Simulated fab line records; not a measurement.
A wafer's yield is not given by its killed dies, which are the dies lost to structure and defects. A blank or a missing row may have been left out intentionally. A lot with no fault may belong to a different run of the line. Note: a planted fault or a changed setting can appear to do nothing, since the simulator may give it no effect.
Which tool did it? | flow nand harc | 36 wafers from 12 lots sampled at 5 of the route's 1302 steps

## WHAT EACH GAUGE READ, for each wafer
NHARC_END_SORT_01. Usual: killed at array 47, standard deviation 18; killed at other 0.9, standard deviation 1.1; killed at periphery 4, standard deviation 3.1; killed dies 52, standard deviation 18; killed open 3.1, standard deviation 1.5; killed short 2.4, standard deviation 1.5.
lot  | measured     | on        | killed at array | killed at other | killed at periphery | killed dies | killed open | killed short | flag
L969 | day 25 00:34 | prober-02 | 43 38 37        | 0 1 1           | 8 6 7               | 51 45 45    | 5 5 4       | 3 2 2        |
L972 | day 26 19:14 | prober-01 | 76 43 81        | 2 1 0           | 6 0 3               | 84 44 84    | 4 2 3       | 0 1 6        |
L973 | day 26 12:44 | prober-02 | 26 35 24        | 0 0 0           | 2 2 3               | 28 37 27    | 2 6 1       | 3 3 1        |
L974 | day 26 23:59 | prober-02 | 31 24 20        | 1 2 2           | 12 6 6              | 44 32 28    | 6 1 0       | 2 1 1        |
L976 | day 27 03:50 | prober-01 | 42 43 37        | 1 0 0           | 0 8 4               | 43 51 41    | 3 2 0       | 1 4 3        |
L979 | day 28 16:45 | prober-01 | 41 39 42        | 0 2 0           | 6 6 3               | 47 47 45    | 3 2 2       | 4 2 1        |
L980 | day 29 14:01 | prober-01 | 26 29 42        | 2 1 1           | 1 5 1               | 29 35 44    | 0 6 5       | 2 2 4        |
L982 | day 30 07:48 | prober-02 | 28 30 47        | 0 0 0           | 6 6 6               | 34 36 53    | 1 4 5       | 2 1 2        |
L983 | day 30 07:50 | prober-01 | 81 72 100       | 0 0 0           | 6 9 4               | 87 81 104   | 4 5 2       | 7 3 2        |
L986 | day 31 01:01 | prober-02 | 48 51 71        | 0 2 0           | 0 1 2               | 48 54 73    | 2 3 2       | 2 1 3        |
L991 | day 33 20:53 | prober-01 | 45 35 43        | 0 0 0           | 2 6 10              | 47 41 53    | 0 1 4       | 0 1 1        |
L992 | day 33 13:56 | prober-02 | 59 43 54        | 4 1 3           | 4 3 2               | 67 47 59    | 4 3 4       | 1 1 2        |

## WHICH TOOL RAN EACH LOT (tool, then ch and the chambers of the sampled wafers, then the start)
lot  | NHARC_P_ZERO_WELL_ETCH_62                     | NHARC_P_STI_EXPOSE_06             | NHARC_P_STI_ETCH_42                | NHARC_P_STI_CMP_21
L969 | rie diel-06 ch 0,2,3, day 2 22:10 or earlier  | krf scanner-03 ch 0, day 2 22:10  | rie diel-12 ch 0,3, day 2 22:41    | cmp-01 ch 1,3, day 3 19:52
L972 | rie diel-01 ch 1,3, day 4 06:24 or earlier    | krf scanner-01 ch 0, day 4 06:24  | rie diel-12 ch 0,1,2, day 4 06:54  | cmp-04 ch 1,2,3, day 5 08:14
L973 | rie diel-04 ch 1,2,3, day 4 14:41 or earlier  | krf scanner-04 ch 0, day 4 14:41  | rie diel-10 ch 1,2, day 4 15:11    | cmp-03 ch 2,3, day 5 08:14
L974 | rie diel-01 ch 1,2,3, day 4 23:40 or earlier  | krf scanner-01 ch 0, day 4 23:40  | rie diel-10 ch 0,1,2, day 5 00:12  | cmp-03 ch 0,1,3, day 6 00:28
L976 | rie diel-04 ch 2,3, day 5 21:56 or earlier    | krf scanner-03 ch 0, day 5 21:56  | rie diel-10 ch 1,2, day 5 22:26    | cmp-01 ch 0,1,3, day 6 16:31
L979 | rie diel-04 ch 0,2,3, day 7 01:52 or earlier  | krf scanner-03 ch 0, day 7 01:52  | rie diel-12 ch 1,3, day 7 02:20    | cmp-04 ch 0,2,3, day 7 19:37
L980 | rie diel-04 ch 0,2,3, day 7 13:18 or earlier  | krf scanner-03 ch 0, day 7 13:18  | rie diel-12 ch 0,3, day 7 13:47    | cmp-01 ch 0,2, day 8 11:20
L982 | rie diel-04 ch 0,1,2, day 8 09:10 or earlier  | krf scanner-03 ch 0, day 8 09:10  | rie diel-10 ch 0,1,3, day 8 09:39  | cmp-04 ch 0,1,2, day 9 14:38
L983 | rie diel-04 ch 0,1,3, day 8 16:05 or earlier  | krf scanner-03 ch 0, day 8 16:05  | rie diel-10 ch 0,1,2, day 8 16:35  | cmp-01 ch 0,1,3, day 9 14:40
L986 | rie diel-06 ch 1,3, day 9 19:56 or earlier    | krf scanner-04 ch 0, day 9 19:56  | rie diel-10 ch 0,2,3, day 9 20:26  | cmp-03 ch 0,2,3, day 10 19:24
L991 | rie diel-01 ch 0,2,3, day 12 00:50 or earlier | krf scanner-01 ch 0, day 12 00:50 | rie diel-12 ch 0,1,3, day 12 01:20 | cmp-03 ch 1,2,3, day 12 19:16
L992 | rie diel-06 ch 1,2,3, day 12 08:37 or earlier | krf scanner-04 ch 0, day 12 08:37 | rie diel-03 ch 0,1, day 12 09:07   | cmp-03 ch 2,3, day 13 02:28
- NHARC_P_ZERO_WELL_ETCH_62: etches the open film in CHF3/Ar, target depth 13 nm, time 6.5 s.
- NHARC_P_STI_EXPOSE_06: exposes mask P STI, target cd 200 nm.
- NHARC_P_STI_ETCH_42: etches the open film in N2/H2, target depth 80 nm, overetch 24 nm, time 61 s.
- NHARC_P_STI_CMP_21: polishes, t overpolish 20 s, target thk 380.67 nm.

## WHAT THE TOOLS THEMSELVES READ (means of the sampled wafers that have a number; where no wafer has one, the mark that the record gives instead)
NHARC_P_ZERO_WELL_ETCH_62. Usual: drypump motor current A 5.9 A, standard deviation 0.46; oes product au 0.956 a.u., standard deviation 0.014; rf vpp V 369.7 V, standard deviation 2.6; showerhead plenum p Torr 2.30 Torr, standard deviation 0.11; throttle valve pct 20.216 %, standard deviation 0.0094.
lot  | tool        | drypump motor current A (A) | oes product au (a.u.) | rf vpp V (V) | showerhead plenum p Torr (Torr) | throttle valve pct (%) | flag
L969 | rie diel-06 | 5.7                         | 0.955                 | 371.3        | 2.37                            | 20.206                 |
L972 | rie diel-01 | 6.0                         | 0.942                 | 371.5        | 2.39                            | 20.204                 |
L973 | rie diel-04 | 5.9                         | 0.956                 | 368.5        | 2.22                            | 20.218                 |
L974 | rie diel-01 | 5.8                         | 0.947                 | 370.4        | 2.33                            | 20.214                 |
L976 | rie diel-04 | 6.0                         | 0.959                 | 367.1        | 2.21                            | 20.223                 |
L979 | rie diel-04 | 6.0                         | 0.966                 | 368.8        | 2.24                            | 20.220                 |
L980 | rie diel-04 | 6.0                         | 0.979                 | 368.9        | 2.24                            | 20.206                 |
L982 | rie diel-04 | 5.8                         | 0.965                 | 368.1        | 2.25                            | 20.221                 |
L983 | rie diel-04 | 5.9                         | 0.958                 | 369.0        | 2.25                            | 20.214                 |
L986 | rie diel-06 | 6.3                         | 0.946                 | 373.2        | 2.46                            | 20.217                 |
L991 | rie diel-01 | 5.3                         | 0.972                 | 369.5        | 2.28                            | 20.217                 |
L992 | rie diel-06 | 6.0                         | 0.952                 | 370.0        | 2.37                            | 20.211                 |

NHARC_P_STI_EXPOSE_06. Usual: stage vel mm s 499.93 mm/s, standard deviation 0.23.
lot  | tool           | stage vel mm s (mm/s) | flag
L969 | krf scanner-03 | 500.10                |
L972 | krf scanner-01 | 499.93                |
L973 | krf scanner-04 | 499.89                |
L974 | krf scanner-01 | 500.16                |
L976 | krf scanner-03 | 500.28                |
L979 | krf scanner-03 | 499.81                |
L980 | krf scanner-03 | 499.93                |
L982 | krf scanner-03 | 499.78                |
L983 | krf scanner-03 | 499.70                |
L986 | krf scanner-04 | 499.80                |
L991 | krf scanner-01 | 500.03                |
L992 | krf scanner-04 | 499.86                |

NHARC_P_STI_ETCH_42. Usual: drypump motor current A 5.8 A, standard deviation 0.31; n2 flow sccm 150.0 sccm, standard deviation 0.47; oes product au 1.001 a.u., standard deviation 0.013; rf vpp V 431.0 V, standard deviation 2.5; showerhead plenum p Torr 2.05 Torr, standard deviation 0.088; throttle valve pct 14.172 %, standard deviation 0.009.
lot  | tool        | drypump motor current A (A) | n2 flow sccm (sccm) | oes product au (a.u.) | rf vpp V (V) | showerhead plenum p Torr (Torr) | throttle valve pct (%) | flag
L969 | rie diel-12 | 5.7                         | 150.1               | 0.990                 | 427.6        | 1.92                            | 14.164                 |
L972 | rie diel-12 | 5.6                         | 150.2               | 0.993                 | 429.1        | 2.01                            | 14.166                 |
L973 | rie diel-10 | 5.7                         | 149.5               | 1.010                 | 431.3        | 2.08                            | 14.163                 |
L974 | rie diel-10 | 5.8                         | 150.1               | 0.998                 | 430.7        | 2.06                            | 14.169                 |
L976 | rie diel-10 | 5.7                         | 149.9               | 1.003                 | 431.9        | 2.07                            | 14.168                 |
L979 | rie diel-12 | 5.8                         | 150.4               | 0.981                 | 429.5        | 2.01                            | 14.176                 |
L980 | rie diel-12 | 5.8                         | 149.6               | 0.988                 | 427.9        | 1.94                            | 14.173                 |
L982 | rie diel-10 | 5.8                         | 150.2               | 1.004                 | 432.4        | 2.10                            | 14.175                 |
L983 | rie diel-10 | 5.8                         | 149.9               | 0.994                 | 429.5        | 2.06                            | 14.170                 |
L986 | rie diel-10 | 6.0                         | 149.5               | 1.000                 | 431.5        | 2.05                            | 14.175                 |
L991 | rie diel-12 | 5.7                         | 149.8               | 0.981                 | 429.4        | 1.99                            | 14.171                 |
L992 | rie diel-03 | 5.8                         | 149.4               | 1.017                 | 430.8        | 2.07                            | 14.170                 |

NHARC_P_STI_CMP_21. Usual: motor current A 12.0 A, standard deviation 0.59; overpolish run s 20.000 s, standard deviation 0.0087.
lot  | tool   | motor current A (A) | overpolish run s (s) | flag
L969 | cmp-01 | 12.3                | 19.998               |
L972 | cmp-04 | 12.6                | 19.995               |
L973 | cmp-03 | 11.4                | 19.992               |
L974 | cmp-03 | 11.9                | 20.003               |
L976 | cmp-01 | 12.1                | 20.006               |
L979 | cmp-04 | 12.2                | 19.994               |
L980 | cmp-01 | 11.2                | 19.992               |
L982 | cmp-04 | 12.7                | 19.998               |
L983 | cmp-01 | 11.8                | 19.996               |
L986 | cmp-03 | 11.8                | 19.994               |
L991 | cmp-03 | 11.3                | 19.992               |
L992 | cmp-03 | 11.7                | 19.998               |

## THE ANSWER, worked out from the rows above alone
Rule: a lot counts as off when the mean over its wafers that have a number is more than 3 standard deviations away from the usual mean. Also off: a lot with no number at a reading for which 4 or more lots have one. The other lots that the step has rows for count as sound. The gauges are gone through in route order, then the tools' own readings, and for those a lot's mean is taken as printed above. The first step at which some lot is off is used, and at that step the reading that is off furthest; a lot without a number counts as furthest.
No lot is off at any reading shown: from this, nothing can be told.

## WHAT THE SIMULATOR PUT IN
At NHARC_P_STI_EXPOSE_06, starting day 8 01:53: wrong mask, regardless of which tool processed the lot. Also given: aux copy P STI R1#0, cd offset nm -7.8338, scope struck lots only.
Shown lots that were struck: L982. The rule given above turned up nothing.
